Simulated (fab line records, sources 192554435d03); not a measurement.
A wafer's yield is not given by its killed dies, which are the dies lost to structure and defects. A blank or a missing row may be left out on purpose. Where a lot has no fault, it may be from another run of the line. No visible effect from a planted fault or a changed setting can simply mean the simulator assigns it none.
Which tool is to blame? + flow n5-finfet + Sampling: 24 lots, 72 wafers, 2 of 1938 route steps

== WHAT EACH GAUGE READ, for each wafer ==
N5_BEOL_M4_CD_MEAS_28: target cd 26.2 nm, target cd y 24.1 nm.
| lot  | measured     | on        | cd-nm (nm)        |
|------|--------------|-----------|-------------------|
| L074 | day 7 19:43  | cd-sem-02 | 26.30 26.35 26.28 |
| L076 | day 8 05:51  | cd-sem-02 | 26.15 26.12 26.14 |
| L075 | day 8 09:00  | cd-sem-03 | 25.77 26.51 26.52 |
| L077 | day 8 14:35  | cd-sem-01 | 26.44 26.19 26.50 |
| L078 | day 8 17:09  | cd-sem-01 | 26.21 26.56 25.86 |
| L079 | day 8 23:08  | cd-sem-03 | 26.24 26.13 26.44 |
| L080 | day 9 12:52  | cd-sem-01 | 26.13 26.39 26.38 |
| L081 | day 9 13:09  | cd-sem-01 | 26.38 26.18 26.37 |
| L082 | day 9 13:26  | cd-sem-01 | 26.11 26.19 26.62 |
| L083 | day 10 00:22 | cd-sem-01 | 26.42 26.08 26.16 |
| L085 | day 10 01:46 | cd-sem-01 | 26.37 26.08 26.02 |
| L084 | day 10 04:38 | cd-sem-01 | 26.24 26.23 26.01 |
| L087 | day 11 05:20 | cd-sem-02 | 26.28 26.34 26.01 |
| L086 | day 11 14:04 | cd-sem-02 | 26.02 26.28 26.15 |
| L089 | day 11 14:24 | cd-sem-02 | 26.51 26.36 26.21 |
| L088 | day 11 20:08 | cd-sem-02 | 26.00 26.11 26.65 |
| L090 | day 11 20:21 | cd-sem-01 | 26.62 26.60 26.42 |
| L091 | day 13 10:56 | cd-sem-02 | 26.39 26.20 26.37 |
| L093 | day 13 14:10 | cd-sem-03 | 25.92 26.11 26.34 |
| L094 | day 13 17:25 | cd-sem-02 | 26.54 26.66 26.64 |
| L095 | day 13 20:31 | cd-sem-01 | 26.43 26.43 26.29 |
| L092 | day 13 21:51 | cd-sem-01 | 26.52 26.22 26.21 |
| L096 | day 14 01:51 | cd-sem-02 | 26.10 26.84 25.95 |
| L097 | day 14 05:06 | cd-sem-03 | 26.41 26.03 26.29 |

== TOOL THAT RAN EACH LOT (tool first, then ch and the chambers of the sampled wafers, then the start) ==
| lot  | N5_BEOL_M4_ETCH_63                 |
|------|------------------------------------|
| L074 | rie-diel-05 ch 1,2, day 7 18:53    |
| L076 | rie-diel-05 ch 0,1,2, day 8 05:08  |
| L075 | rie-diel-04 ch 1,2, day 8 08:18    |
| L077 | rie-diel-04 ch 0,2,3, day 8 13:53  |
| L078 | rie-diel-04 ch 0,1,3, day 8 16:19  |
| L079 | rie-diel-05 ch 0,3, day 8 22:11    |
| L080 | rie-diel-05 ch 0,3, day 9 12:10    |
| L081 | rie-diel-04 ch 0,1,3, day 9 12:20  |
| L082 | rie-diel-06 ch 2,3, day 9 12:44    |
| L083 | rie-diel-06 ch 0,3, day 9 23:32    |
| L085 | rie-diel-05 ch 0,1,2, day 10 00:48 |
| L084 | rie-diel-06 ch 0,1, day 10 03:56   |
| L087 | rie-diel-04 ch 0,2,3, day 11 04:38 |
| L086 | rie-diel-06 ch 0,2, day 11 13:14   |
| L089 | rie-diel-04 ch 1,2,3, day 11 13:34 |
| L088 | rie-diel-04 ch 1,2, day 11 19:18   |
| L090 | rie-diel-06 ch 0,1, day 11 19:31   |
| L091 | rie-diel-04 ch 0,1, day 13 10:10   |
| L093 | rie-diel-04 ch 1,2,3, day 13 13:20 |
| L094 | rie-diel-05 ch 1,2,3, day 13 16:43 |
| L095 | rie-diel-04 ch 0,2,3, day 13 19:42 |
| L092 | rie-diel-06 ch 0,3, day 13 21:08   |
| L096 | rie-diel-05 ch 0,1,3, day 14 00:50 |
| L097 | rie-diel-04 ch 0,1,2, day 14 03:55 |
- N5_BEOL_M4_ETCH_63: etches SiARC in CF4, target depth 15.6 nm, time 26 s.

== WHAT THE TOOLS THEMSELVES READ (means of the sampled wafers that have a number; where no wafer has one, the mark that the record gives instead) ==
N5_BEOL_M4_ETCH_63.
| lot  | tool        | cf4-flow-sccm (sccm) | drypump-motor-current-A (A) | etch-rf-on-time-s (s) | oes-product-au (a.u.) | rf-vpp-V (V) | showerhead-plenum-p-Torr (Torr) | throttle-valve-pct (%) |
|------|-------------|----------------------|-----------------------------|-----------------------|-----------------------|--------------|---------------------------------|------------------------|
| L074 | rie-diel-05 | 100.11               | 5.2                         | 25.3                  | 0.75                  | 184.6        | 2.25                            | 15.46                  |
| L076 | rie-diel-05 | 100.02               | 5.6                         | 26.2                  | 0.67                  | 184.4        | 2.17                            | 15.60                  |
| L075 | rie-diel-04 | 100.01               | 5.9                         | 25.6                  | 0.65                  | 184.2        | 2.19                            | 15.48                  |
| L077 | rie-diel-04 | 100.14               | 5.5                         | 25.5                  | 0.69                  | 184.1        | 2.13                            | 15.60                  |
| L078 | rie-diel-04 | 99.88                | 5.5                         | 25.5                  | 0.67                  | 184.1        | 2.15                            | 15.54                  |
| L079 | rie-diel-05 | 100.13               | 6.1                         | 26.6                  | 0.61                  | 183.5        | 2.10                            | 15.72                  |
| L080 | rie-diel-05 | 100.07               | 5.9                         | 26.0                  | 0.60                  | 183.9        | 2.14                            | 15.87                  |
| L081 | rie-diel-04 | 99.80                | 5.5                         | 25.8                  | 0.66                  | 184.1        | 2.14                            | 15.54                  |
| L082 | rie-diel-06 | 99.71                | 5.3                         | 26.0                  | 0.61                  | 184.1        | 2.15                            | 15.53                  |
| L083 | rie-diel-06 | 100.09               | 5.9                         | 25.4                  | 0.74                  | 185.6        | 2.26                            | 15.68                  |
| L085 | rie-diel-05 | 99.93                | 5.6                         | 25.7                  | 0.74                  | 185.8        | 2.17                            | 15.46                  |
| L084 | rie-diel-06 | 99.99                | 5.8                         | 25.6                  | 0.73                  | 184.5        | 2.21                            | 15.68                  |
| L087 | rie-diel-04 | 99.84                | 5.5                         | 25.4                  | 0.67                  | 184.4        | 2.12                            | 15.65                  |
| L086 | rie-diel-06 | 100.02               | 5.2                         | 25.2                  | 0.82                  | 184.4        | 2.17                            | 15.23                  |
| L089 | rie-diel-04 | 99.90                | 5.8                         | 25.7                  | 0.64                  | 183.5        | 2.13                            | 15.68                  |
| L088 | rie-diel-04 | 99.98                | 5.9                         | 25.8                  | 0.63                  | 183.8        | 2.18                            | 15.54                  |
| L090 | rie-diel-06 | 100.25               | 5.8                         | 25.7                  | 0.71                  | 185.0        | 2.20                            | 15.72                  |
| L091 | rie-diel-04 | 100.27               | 5.5                         | 26.2                  | 0.62                  | 183.1        | 2.18                            | 15.47                  |
| L093 | rie-diel-04 | 100.16               | 5.8                         | 25.4                  | 0.63                  | 184.2        | 2.13                            | 15.71                  |
| L094 | rie-diel-05 | 99.93                | 5.3                         | 25.5                  | 0.76                  | 185.1        | 2.21                            | 15.48                  |
| L095 | rie-diel-04 | 100.07               | 5.4                         | 25.2                  | 0.66                  | 184.5        | 2.12                            | 15.70                  |
| L092 | rie-diel-06 | 100.10               | 5.9                         | 25.4                  | 0.70                  | 185.2        | 2.25                            | 15.76                  |
| L096 | rie-diel-05 | 100.08               | 5.7                         | 25.6                  | 0.71                  | 184.4        | 2.13                            | 15.61                  |
| L097 | rie-diel-04 | 99.72                | 5.5                         | 25.6                  | 0.64                  | 184.6        | 2.16                            | 15.55                  |

== THE ANSWER, worked out from the rows above alone ==
Rule: the usual values come from the lots themselves. Put in order of their means at a reading, lots are off if they are a third of the lots or fewer, leave a main group of 4 or more, and stand apart from it by a gap of 3 or more times the standard deviation of the main group's means; of several such gaps the widest counts. The tables above print the reading to a certain number of digits; a main group whose means all agree to those digits is not used. Also off: a lot with no number at a reading for which 4 or more lots have one. All remaining lots with rows at the step are treated as sound. After the gauges, taken in route order, come the tools' own readings; for these a lot's mean is taken, as printed above. The first step at which some lot is off is used, and at that step the reading that is off furthest; a lot without a number counts as furthest.
No lot is off at any reading shown: from this, nothing can be told.

== WHAT WAS PUT IN BY THE SIMULATOR ==
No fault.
